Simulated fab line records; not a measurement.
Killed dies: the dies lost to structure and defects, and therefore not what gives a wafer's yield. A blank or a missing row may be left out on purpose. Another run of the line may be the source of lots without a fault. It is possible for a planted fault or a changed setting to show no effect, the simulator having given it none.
fab line records / flow n5Finfet / part 2 of 2: steps 14 to 24 of 24
[record] lots = 5 wafers = 15 lastDay = 16
route steps=1938 shown BEOL_M0_CUTY@712 BEOL_M0@715
lots untouched by any fault: they come from a run of this same line in which no faults occurred
startH: the number of hours between the record's first day and the start of the first shown wafer of the lot / waitH: hours from the lot's prior step to this one / " identical to the entry in the row above / L1.1+2: a single row standing in for several wafers / - no value present, or no start provided / * or withheld: withheld / < > ~ a bound
route shown NAME@n: NAME is a module with steps in the file, n the number in the route of the first one / usual: average and standard deviation across the fault-free wafers / same: alike in all rows / chamber/n: place in a boat / sites: per-site readings / _std_site: standard deviation across them / _edge_site: mean of outer sites minus mean of inner sites / radiusMm: for every site, how far away it sits from the centre of the wafer / mask NAME#n: copy n / behind: the last tool/chamber to shape the wafer / hold: what put the lot on hold/how long, in hours/how the hold closed / device: whichever transistor did not switch (one of n, p or np) / end of line: the route-end tests of the same wafers / a step without rows: its recipe alone / killed: the dies lost at the first sort to structure and to defects; this is not the yield of the wafer / map: the dies of a wafer, with x for killed, . for not killed, _ for no die there
set.NAME: setting as actually run; set.NAME@STEP: the setting as run at that earlier step / model.NAME: the simulator's own value behind a step, which no gauge read
certain route steps with their lots: each step a table, each wafer a row
services: the hour from which a tool's chamber was out of use, counted from the record's first day as startH (under 0 if before that day), plus the number of hours and why
[[steps]]
[step N5_BEOL_M0_SRD_130]
[recipe] timeS = 30 tempC = 23 rinseLiquid = diw dry = ipaMarangoni
lot.wafer=L082.2+4+6 tool=wetBench-01 chamber=7,3,1 startH=164.96 waitH=0.0
lot.wafer=L086.2+4+6 tool=wetBench-01 chamber=1,5,6 startH=194.42 waitH=0.0
lot.wafer=L091.3+4+5 tool=wetBench-04 chamber=4,6,2 startH=215.61 waitH=0.0
lot.wafer=L092.4+5+6 tool=wetBench-04 chamber=0,3,2 startH=222.75 waitH=0.0
lot.wafer=L095.2+4+5 tool=wetBench-02 chamber=0,7,3 startH=243.13 waitH=0.0
[step N5_BEOL_M0_ETCH_109]
[recipe] chemistry = CH3F/O2 targetDepthA = 80 overetchA = 24 target = SiCN timeS = 27.4 ionEnergyEv = 120 pressureMtorr = 30 sourceW = 395 biasW = 75 Ar_flow_sccm = 150 CH3F_flow_sccm = 30 O2_flow_sccm = 20
[usual] biasW = 75.04/0.21 drypumpMotorCurrentA = 5.6/0.49 oesProductAu = 0.70/0.088 rfFwdPowerW = 392.2/1.4 rfVppV = 298.2/1.3 showerheadPlenumPTorr = 2.04/0.054 throttleValvePct = 16.29/0.26
lot.wafer=L082.2 tool=rieDiel-04 chamber=1 startH=165.00 waitH=0.0 biasW=75.19 drypumpMotorCurrentA=5.1 oesProductAu=0.59 rfFwdPowerW=390.2 rfHoursCounterH=226 rfVppV=298.2 showerheadPlenumPTorr=2.06 throttleValvePct=16.72
lot.wafer=L082.4 tool=rieDiel-04 chamber=2 startH=165.00 waitH=0.0 biasW=75.23 drypumpMotorCurrentA=4.8 oesProductAu=0.60 rfFwdPowerW=392.0 rfHoursCounterH=- rfVppV=299.2 showerheadPlenumPTorr=2.05 throttleValvePct=16.68
lot.wafer=L082.6 tool=rieDiel-04 chamber=1 startH=165.00 waitH=0.0 biasW=74.72 drypumpMotorCurrentA=5.1 oesProductAu=0.61 rfFwdPowerW=392.1 rfHoursCounterH=- rfVppV=300.3 showerheadPlenumPTorr=2.06 throttleValvePct=16.71
lot.wafer=L086.2 tool=rieDiel-05 chamber=3 startH=194.87 waitH=0.4 biasW=74.81 drypumpMotorCurrentA=5.6 oesProductAu=0.77 rfFwdPowerW=392.0 rfHoursCounterH=17 rfVppV=299.6 showerheadPlenumPTorr=2.11 throttleValvePct=15.95
lot.wafer=L086.4 tool=rieDiel-05 chamber=3 startH=194.87 waitH=0.4 biasW=75.01 drypumpMotorCurrentA=5.6 oesProductAu=0.78 rfFwdPowerW=392.5 rfHoursCounterH=- rfVppV=300.8 showerheadPlenumPTorr=2.11 throttleValvePct=15.95
lot.wafer=L086.6 tool=rieDiel-05 chamber=0 startH=194.87 waitH=0.4 biasW=75.09 drypumpMotorCurrentA=6.1 oesProductAu=0.65 rfFwdPowerW=392.4 rfHoursCounterH=- rfVppV=297.6 showerheadPlenumPTorr=2.06 throttleValvePct=16.18
lot.wafer=L091.3 tool=rieDiel-04 chamber=0 startH=215.66 waitH=0.0 biasW=74.84 drypumpMotorCurrentA=5.9 oesProductAu=0.77 rfFwdPowerW=393.5 rfHoursCounterH=27 rfVppV=295.7 showerheadPlenumPTorr=1.96 throttleValvePct=16.04
lot.wafer=L091.4 tool=rieDiel-04 chamber=2 startH=215.66 waitH=0.0 biasW=75.04 drypumpMotorCurrentA=4.8 oesProductAu=0.59 rfFwdPowerW=392.3 rfHoursCounterH=251 rfVppV=298.3 showerheadPlenumPTorr=2.04 throttleValvePct=16.73
lot.wafer=L091.5 tool=rieDiel-04 chamber=3 startH=215.66 waitH=0.0 biasW=75.37 drypumpMotorCurrentA=5.4 oesProductAu=0.80 rfFwdPowerW=390.9 rfHoursCounterH=- rfVppV=296.5 showerheadPlenumPTorr=1.98 throttleValvePct=16.17
lot.wafer=L092.4 tool=rieDiel-05 chamber=0 startH=222.79 waitH=0.0 biasW=75.02 drypumpMotorCurrentA=6.1 oesProductAu=0.64 rfFwdPowerW=389.0 rfHoursCounterH=210 rfVppV=298.1 showerheadPlenumPTorr=2.06 throttleValvePct=16.18
lot.wafer=L092.5 tool=rieDiel-05 chamber=0 startH=222.79 waitH=0.0 biasW=75.08 drypumpMotorCurrentA=6.1 oesProductAu=0.64 rfFwdPowerW=390.2 rfHoursCounterH=- rfVppV=298.5 showerheadPlenumPTorr=2.06 throttleValvePct=16.20
lot.wafer=L092.6 tool=rieDiel-05 chamber=1 startH=222.79 waitH=0.0 biasW=75.11 drypumpMotorCurrentA=5.2 oesProductAu=0.84 rfFwdPowerW=392.9 rfHoursCounterH=- rfVppV=297.1 showerheadPlenumPTorr=2.05 throttleValvePct=16.10
lot.wafer=L095.2 tool=rieDiel-04 chamber=2 startH=243.19 waitH=0.0 biasW=75.34 drypumpMotorCurrentA=4.8 oesProductAu=0.83 rfFwdPowerW=392.3 rfHoursCounterH=2 rfVppV=297.7 showerheadPlenumPTorr=2.04 throttleValvePct=16.20
lot.wafer=L095.4 tool=rieDiel-04 chamber=2 startH=243.19 waitH=0.0 biasW=75.20 drypumpMotorCurrentA=4.8 oesProductAu=0.85 rfFwdPowerW=392.3 rfHoursCounterH=- rfVppV=298.5 showerheadPlenumPTorr=2.04 throttleValvePct=16.20
lot.wafer=L095.5 tool=rieDiel-04 chamber=3 startH=243.19 waitH=0.0 biasW=75.47 drypumpMotorCurrentA=5.4 oesProductAu=0.76 rfFwdPowerW=393.9 rfHoursCounterH=- rfVppV=296.1 showerheadPlenumPTorr=1.98 throttleValvePct=16.20
[step N5_BEOL_M0_STRIP_139]
[recipe] chemistry = postEtchResidueRemover timeS = 60 tempC = 25 removerPh = withheld removerWaterWtPct = withheld removerFluorideWtPct = withheld
lot.wafer=L082.2+4+6 tool=wetBench-01 chamber=6,5,1 startH=165.11 waitH=0.1
lot.wafer=L086.2+4+6 tool=wetBench-04 chamber=5,7,1 startH=194.98 waitH=0.1
lot.wafer=L091.3+4+5 tool=wetBench-02 chamber=0,7,4 startH=215.76 waitH=0.1
lot.wafer=L092.4+5+6 tool=wetBench-02 chamber=0,1,2 startH=222.89 waitH=0.1
lot.wafer=L095.2+4+5 tool=wetBench-01 chamber=5,6,0 startH=243.29 waitH=0.1
[step N5_BEOL_M0_SRD_111]
[recipe] timeS = 30 tempC = 23 rinseLiquid = diw dry = ipaMarangoni
lot.wafer=L082.2+4+6 tool=wetBench-01 chamber=6,5,1 startH=165.13 waitH=0.0
lot.wafer=L086.2+4+6 tool=wetBench-04 chamber=5,7,1 startH=195.00 waitH=0.0
lot.wafer=L091.3+4+5 tool=wetBench-02 chamber=0,7,4 startH=215.78 waitH=0.0
lot.wafer=L092.4+5+6 tool=wetBench-02 chamber=0,1,2 startH=222.91 waitH=0.0
lot.wafer=L095.2+4+5 tool=wetBench-01 chamber=5,6,0 startH=243.31 waitH=0.0
[step N5_BEOL_M0_DEGAS_112]
[recipe] ambient = vacuum tempC = 250 timeS = 60
[usual] heaterPowerW = 331/32
lot.wafer=L082.2 tool=pvdSputter-02 chamber=- startH=165.87 waitH=0.7 heaterPowerW=285
lot.wafer=L082.4 tool=pvdSputter-02 chamber=- startH=165.87 waitH=0.7 heaterPowerW=390
lot.wafer=L082.6 tool=pvdSputter-02 chamber=- startH=165.87 waitH=0.7 heaterPowerW=273
lot.wafer=L086.2 tool=pvdSputter-03 chamber=- startH=196.85 waitH=1.8 heaterPowerW=324
lot.wafer=L086.4 tool=pvdSputter-03 chamber=- startH=196.85 waitH=1.8 heaterPowerW=298
lot.wafer=L086.6 tool=pvdSputter-03 chamber=- startH=196.85 waitH=1.8 heaterPowerW=323
lot.wafer=L091.3 tool=pvdSputter-01 chamber=- startH=216.16 waitH=0.4 heaterPowerW=366
lot.wafer=L091.4 tool=pvdSputter-01 chamber=- startH=216.16 waitH=0.4 heaterPowerW=340
lot.wafer=L091.5 tool=pvdSputter-01 chamber=- startH=216.16 waitH=0.4 heaterPowerW=347
lot.wafer=L092.4 tool=pvdSputter-02 chamber=- startH=223.92 waitH=1.0 heaterPowerW=350
lot.wafer=L092.5 tool=pvdSputter-02 chamber=- startH=223.92 waitH=1.0 heaterPowerW=276
lot.wafer=L092.6 tool=pvdSputter-02 chamber=- startH=223.92 waitH=1.0 heaterPowerW=332
lot.wafer=L095.2 tool=pvdSputter-01 chamber=- startH=243.57 waitH=0.2 heaterPowerW=303
lot.wafer=L095.4 tool=pvdSputter-01 chamber=- startH=243.57 waitH=0.2 heaterPowerW=355
lot.wafer=L095.5 tool=pvdSputter-01 chamber=- startH=243.57 waitH=0.2 heaterPowerW=296
[step N5_BEOL_M0_PRE_CLEAN_113]
[recipe] gas = H2/He timeS = 30 tempC = 250
[usual] heaterPowerW = 331/31
lot.wafer=L082.2 tool=pvdSputter-02 chamber=- startH=165.91 waitH=0.0 heaterPowerW=289
lot.wafer=L082.4 tool=pvdSputter-02 chamber=- startH=165.91 waitH=0.0 heaterPowerW=394
lot.wafer=L082.6 tool=pvdSputter-02 chamber=- startH=165.91 waitH=0.0 heaterPowerW=285
lot.wafer=L086.2 tool=pvdSputter-03 chamber=- startH=196.89 waitH=0.0 heaterPowerW=323
lot.wafer=L086.4 tool=pvdSputter-03 chamber=- startH=196.89 waitH=0.0 heaterPowerW=297
lot.wafer=L086.6 tool=pvdSputter-03 chamber=- startH=196.89 waitH=0.0 heaterPowerW=314
lot.wafer=L091.3 tool=pvdSputter-01 chamber=- startH=216.20 waitH=0.0 heaterPowerW=367
lot.wafer=L091.4 tool=pvdSputter-01 chamber=- startH=216.20 waitH=0.0 heaterPowerW=351
lot.wafer=L091.5 tool=pvdSputter-01 chamber=- startH=216.20 waitH=0.0 heaterPowerW=343
lot.wafer=L092.4 tool=pvdSputter-02 chamber=- startH=223.96 waitH=0.0 heaterPowerW=353
lot.wafer=L092.5 tool=pvdSputter-02 chamber=- startH=223.96 waitH=0.0 heaterPowerW=278
lot.wafer=L092.6 tool=pvdSputter-02 chamber=- startH=223.96 waitH=0.0 heaterPowerW=317
lot.wafer=L095.2 tool=pvdSputter-01 chamber=- startH=243.61 waitH=0.0 heaterPowerW=296
lot.wafer=L095.4 tool=pvdSputter-01 chamber=- startH=243.61 waitH=0.0 heaterPowerW=348
lot.wafer=L095.5 tool=pvdSputter-01 chamber=- startH=243.61 waitH=0.0 heaterPowerW=307
[step N5_BEOL_M0_ALD_136]
[recipe] material = TaN targetThkA = * tempC = 275 aldPrecursorFamily = PDMAT aldCoReactant = NH3 pressureTorr = 3 carrierFlowSccm = 1500 pulseTimeS = 2 purgeTimeS = 3 coReactantPurgeTimeS = 2 coReactantPulseTimeS = 3 aldCycles = 30 precursorVesselTempC = 75 precursorVesselPressureTorr = 26.25 precursorVesselCarrierSccm = 1000
[usual] heaterPowerOuterW = 223/27 heaterPowerW = 402/44
lot.wafer=L082.2 tool=aldMetal-01 chamber=1 startH=166.19 waitH=0.3 heaterPowerOuterW=247 heaterPowerW=447
lot.wafer=L082.4 tool=aldMetal-01 chamber=3 startH=166.19 waitH=0.3 heaterPowerOuterW=227 heaterPowerW=374
lot.wafer=L082.6 tool=aldMetal-01 chamber=3 startH=166.19 waitH=0.3 heaterPowerOuterW=219 heaterPowerW=374
lot.wafer=L086.2 tool=aldMetal-01 chamber=3 startH=196.96 waitH=0.0 heaterPowerOuterW=219 heaterPowerW=380
lot.wafer=L086.4 tool=aldMetal-01 chamber=1 startH=196.96 waitH=0.0 heaterPowerOuterW=245 heaterPowerW=441
lot.wafer=L086.6 tool=aldMetal-01 chamber=3 startH=196.96 waitH=0.0 heaterPowerOuterW=223 heaterPowerW=378
lot.wafer=L091.3 tool=aldMetal-02 chamber=2 startH=216.29 waitH=0.1 heaterPowerOuterW=220 heaterPowerW=378
lot.wafer=L091.4 tool=aldMetal-02 chamber=3 startH=216.29 waitH=0.1 heaterPowerOuterW=210 heaterPowerW=387
lot.wafer=L091.5 tool=aldMetal-02 chamber=2 startH=216.29 waitH=0.1 heaterPowerOuterW=213 heaterPowerW=393
lot.wafer=L092.4 tool=aldMetal-01 chamber=3 startH=224.02 waitH=0.0 heaterPowerOuterW=223 heaterPowerW=372
lot.wafer=L092.5 tool=aldMetal-01 chamber=1 startH=224.02 waitH=0.0 heaterPowerOuterW=245 heaterPowerW=441
lot.wafer=L092.6 tool=aldMetal-01 chamber=0 startH=224.02 waitH=0.0 heaterPowerOuterW=246 heaterPowerW=446
lot.wafer=L095.2 tool=aldMetal-01 chamber=3 startH=243.73 waitH=0.1 heaterPowerOuterW=225 heaterPowerW=381
lot.wafer=L095.4 tool=aldMetal-01 chamber=1 startH=243.73 waitH=0.1 heaterPowerOuterW=241 heaterPowerW=438
lot.wafer=L095.5 tool=aldMetal-01 chamber=0 startH=243.73 waitH=0.1 heaterPowerOuterW=245 heaterPowerW=432
[step N5_BEOL_M0_SURFACE_TREAT_137]
[recipe] gas = Ar timeS = * ionEnergyEv = * ionCurrentMaCm2 = 0.5 pressureMtorr = * arFlowSccm = 30
[usual] throttleValvePct = *
lot.wafer=L082.2 tool=pvdSputter-02 chamber=- startH=166.43 waitH=0.1 throttleValvePct=*
lot.wafer=L082.4 tool=pvdSputter-02 chamber=- startH=166.43 waitH=0.1 throttleValvePct=*
lot.wafer=L082.6 tool=pvdSputter-02 chamber=- startH=166.43 waitH=0.1 throttleValvePct=*
lot.wafer=L086.2 tool=pvdSputter-02 chamber=- startH=197.21 waitH=0.1 throttleValvePct=*
lot.wafer=L086.4 tool=pvdSputter-02 chamber=- startH=197.21 waitH=0.1 throttleValvePct=*
lot.wafer=L086.6 tool=pvdSputter-02 chamber=- startH=197.21 waitH=0.1 throttleValvePct=*
lot.wafer=L091.3 tool=pvdSputter-01 chamber=- startH=216.64 waitH=0.3 throttleValvePct=*
lot.wafer=L091.4 tool=pvdSputter-01 chamber=- startH=216.64 waitH=0.3 throttleValvePct=*
lot.wafer=L091.5 tool=pvdSputter-01 chamber=- startH=216.64 waitH=0.3 throttleValvePct=*
lot.wafer=L092.4 tool=pvdSputter-02 chamber=- startH=224.32 waitH=0.2 throttleValvePct=*
lot.wafer=L092.5 tool=pvdSputter-02 chamber=- startH=224.32 waitH=0.2 throttleValvePct=*
lot.wafer=L092.6 tool=pvdSputter-02 chamber=- startH=224.32 waitH=0.2 throttleValvePct=*
lot.wafer=L095.2 tool=pvdSputter-02 chamber=- startH=244.05 waitH=0.2 throttleValvePct=*
lot.wafer=L095.4 tool=pvdSputter-02 chamber=- startH=244.05 waitH=0.2 throttleValvePct=*
lot.wafer=L095.5 tool=pvdSputter-02 chamber=- startH=244.05 waitH=0.2 throttleValvePct=*
[step N5_BEOL_M0_CVD_115]
[recipe] material = Co targetThkA = * tempC = withheld precursor = CCTBA/H2 pressureTorr = 30 timeS = 120
lot.wafer=L082.2+4+6 tool=cvdCo-02 chamber=1,1,0 startH=166.57 waitH=0.1
lot.wafer=L086.2+4+6 tool=cvdCo-01 chamber=0,0,1 startH=197.27 waitH=0.0
lot.wafer=L091.3+4+5 tool=cvdCo-01 chamber=2,1,0 startH=216.81 waitH=0.1
lot.wafer=L092.4+5+6 tool=cvdCo-02 chamber=0,2,1 startH=224.48 waitH=0.1
lot.wafer=L095.2+4+5 tool=cvdCo-01 chamber=0,1,2 startH=244.12 waitH=0.1
[step N5_BEOL_M0_SPUTTER_116]
[recipe] material = Cu targetThkA = 40 tempC = -20 chamberPressurePa = 0.07 powerW = withheld timeS = 7.37
[usual] throttleValvePct = 29.8/0.76
lot.wafer=L082.2 tool=pvdSputter-02 chamber=- startH=166.69 waitH=0.1 throttleValvePct=28.5
lot.wafer=L082.4 tool=pvdSputter-02 chamber=- startH=166.69 waitH=0.1 throttleValvePct=29.4
lot.wafer=L082.6 tool=pvdSputter-02 chamber=- startH=166.69 waitH=0.1 throttleValvePct=29.7
lot.wafer=L086.2 tool=pvdSputter-02 chamber=- startH=197.39 waitH=0.1 throttleValvePct=30.9
lot.wafer=L086.4 tool=pvdSputter-02 chamber=- startH=197.39 waitH=0.1 throttleValvePct=29.6
lot.wafer=L086.6 tool=pvdSputter-02 chamber=- startH=197.39 waitH=0.1 throttleValvePct=29.7
lot.wafer=L091.3 tool=pvdSputter-01 chamber=- startH=216.94 waitH=0.1 throttleValvePct=29.8
lot.wafer=L091.4 tool=pvdSputter-01 chamber=- startH=216.94 waitH=0.1 throttleValvePct=30.0
lot.wafer=L091.5 tool=pvdSputter-01 chamber=- startH=216.94 waitH=0.1 throttleValvePct=30.3
lot.wafer=L092.4 tool=pvdSputter-02 chamber=- startH=224.56 waitH=0.0 throttleValvePct=28.3
lot.wafer=L092.5 tool=pvdSputter-02 chamber=- startH=224.56 waitH=0.0 throttleValvePct=29.6
lot.wafer=L092.6 tool=pvdSputter-02 chamber=- startH=224.56 waitH=0.0 throttleValvePct=28.4
lot.wafer=L095.2 tool=pvdSputter-01 chamber=- startH=244.25 waitH=0.1 throttleValvePct=28.9
lot.wafer=L095.4 tool=pvdSputter-01 chamber=- startH=244.25 waitH=0.1 throttleValvePct=30.0
lot.wafer=L095.5 tool=pvdSputter-01 chamber=- startH=244.25 waitH=0.1 throttleValvePct=29.3
[step N5_BEOL_M0_ANNEAL_117]
[recipe] tempC = 400 timeS = 60 ambient = vacuum
[usual] heaterPowerW = 825/79
lot.wafer=L082.2 tool=pvdSputter-02 chamber=- startH=166.77 waitH=0.0 heaterPowerW=982
lot.wafer=L082.4 tool=pvdSputter-02 chamber=- startH=166.77 waitH=0.0 heaterPowerW=688
lot.wafer=L082.6 tool=pvdSputter-02 chamber=- startH=166.77 waitH=0.0 heaterPowerW=863
lot.wafer=L086.2 tool=pvdSputter-02 chamber=- startH=197.47 waitH=0.0 heaterPowerW=801
lot.wafer=L086.4 tool=pvdSputter-02 chamber=- startH=197.47 waitH=0.0 heaterPowerW=880
lot.wafer=L086.6 tool=pvdSputter-02 chamber=- startH=197.47 waitH=0.0 heaterPowerW=681
lot.wafer=L091.3 tool=pvdSputter-01 chamber=- startH=217.02 waitH=0.0 heaterPowerW=765
lot.wafer=L091.4 tool=pvdSputter-01 chamber=- startH=217.02 waitH=0.0 heaterPowerW=874
lot.wafer=L091.5 tool=pvdSputter-01 chamber=- startH=217.02 waitH=0.0 heaterPowerW=904
lot.wafer=L092.4 tool=pvdSputter-02 chamber=- startH=224.64 waitH=0.0 heaterPowerW=936
lot.wafer=L092.5 tool=pvdSputter-02 chamber=- startH=224.64 waitH=0.0 heaterPowerW=680
lot.wafer=L092.6 tool=pvdSputter-02 chamber=- startH=224.64 waitH=0.0 heaterPowerW=988
lot.wafer=L095.2 tool=pvdSputter-01 chamber=- startH=244.33 waitH=0.0 heaterPowerW=862
lot.wafer=L095.4 tool=pvdSputter-01 chamber=- startH=244.33 waitH=0.0 heaterPowerW=908
lot.wafer=L095.5 tool=pvdSputter-01 chamber=- startH=244.33 waitH=0.0 heaterPowerW=882
[[services]]
tool=wetBench-04 chamber=- startH=138.91 hours=28.5 kind=repair
tool=cvdCo-02 chamber=1 startH=145.86 hours=17.7 kind=repair
tool=rieDiel-04 chamber=3 startH=148.63 hours=- kind=clean
tool=rieDiel-04 chamber=3 startH=148.63 hours=- kind=consumableReplace:focusRing
tool=rieDiel-04 chamber=3 startH=148.63 hours=22.8 kind=scheduledDown
tool=rieDiel-04 chamber=3 startH=148.63 hours=22.8 kind=ventCycle
tool=aldMetal-02 chamber=2 startH=158.74 hours=5.2 kind=repair
tool=rieDiel-05 chamber=1 startH=178.48 hours=- kind=clean
tool=rieDiel-05 chamber=1 startH=178.48 hours=- kind=consumableReplace:focusRing
tool=rieDiel-05 chamber=1 startH=178.48 hours=18.8 kind=scheduledDown
tool=rieDiel-05 chamber=1 startH=178.48 hours=18.8 kind=ventCycle
tool=wetBench-04 chamber=- startH=202.57 hours=1.2 kind=repair
tool=aldMetal-02 chamber=0 startH=206.22 hours=49.9 kind=repair
tool=rieDiel-06 chamber=0 startH=207.22 hours=4.4 kind=repair
tool=rieDiel-04 chamber=2 startH=217.90 hours=5.7 kind=repair
tool=rieDiel-04 chamber=2 startH=223.62 hours=- kind=clean
tool=rieDiel-04 chamber=2 startH=223.62 hours=- kind=consumableReplace:focusRing
tool=rieDiel-04 chamber=2 startH=223.62 hours=14.5 kind=scheduledDown
tool=rieDiel-04 chamber=2 startH=223.62 hours=14.5 kind=ventCycle
tool=rieDiel-05 chamber=0 startH=230.90 hours=5.1 kind=repair
tool=cvdCo-01 chamber=0 startH=233.88 hours=3.6 kind=repair
tool=rieDiel-04 chamber=1 startH=238.23 hours=- kind=clean
tool=rieDiel-04 chamber=1 startH=238.23 hours=- kind=consumableReplace:focusRing
tool=rieDiel-04 chamber=1 startH=238.23 hours=16.5 kind=scheduledDown
